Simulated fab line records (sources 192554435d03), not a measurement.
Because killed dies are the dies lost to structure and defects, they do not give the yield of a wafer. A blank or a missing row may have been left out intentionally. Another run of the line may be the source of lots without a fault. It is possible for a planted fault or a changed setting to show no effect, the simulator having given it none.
Chamber matching    flow n5-finfet    N5_HKMG_FIN_DESCUM_17 on rie-diel-04: 4 sister chambers
The step chemistry O2, time 7.9 s. 4 wafers are shown with their chamber, then 12 later ones without.

== EACH WAFER AND ITS CHAMBER ==
wafer   chamber  showerhead-plenum-p-Torr (Torr)
L085.5  2        2.03
L087.1  1        1.98
L087.5  3        2.08
L087.6  0        2.23

== WAFERS WHOSE CHAMBER IS MISSING ==
wafer   showerhead-plenum-p-Torr (Torr)
L093.3  1.98
L093.5  2.08
L093.6  2.23
L094.1  1.98
L094.2  2.07
L094.4  2.03
L096.1  1.97
L096.2  2.02
L096.3  2.23
L096.4  2.07
L096.5  2.02
L096.6  2.07

== THE CHAMBER EACH PASSED THROUGH ==
wafer   from the rows above  in truth
L093.3  1                    1
L093.5  3                    3
L093.6  0                    0
L094.1  1                    1
L094.2  3                    3
L094.4  2                    2
L096.1  1                    1
L096.2  2                    2
L096.3  0                    0
L096.4  3                    3
L096.5  2                    2
L096.6  3                    3
12 of 12 placed correctly. From these rows, 0 cannot be placed. Wrongly placed: 0.
How it was worked out, from the rows above alone: a wafer's distance from a chamber is the root of the sum, over the readings, of the square of ((its reading less the chamber's mean) divided by the reading's scatter). The wafer belongs to the nearest chamber; if the next one is less than 2 further off, it can't be placed. Each chamber's mean is taken over the wafers shown for it. The scatter (one wafer shown for each chamber): square how far every hidden wafer sits from the nearest shown wafer, average those squares and take the square root.
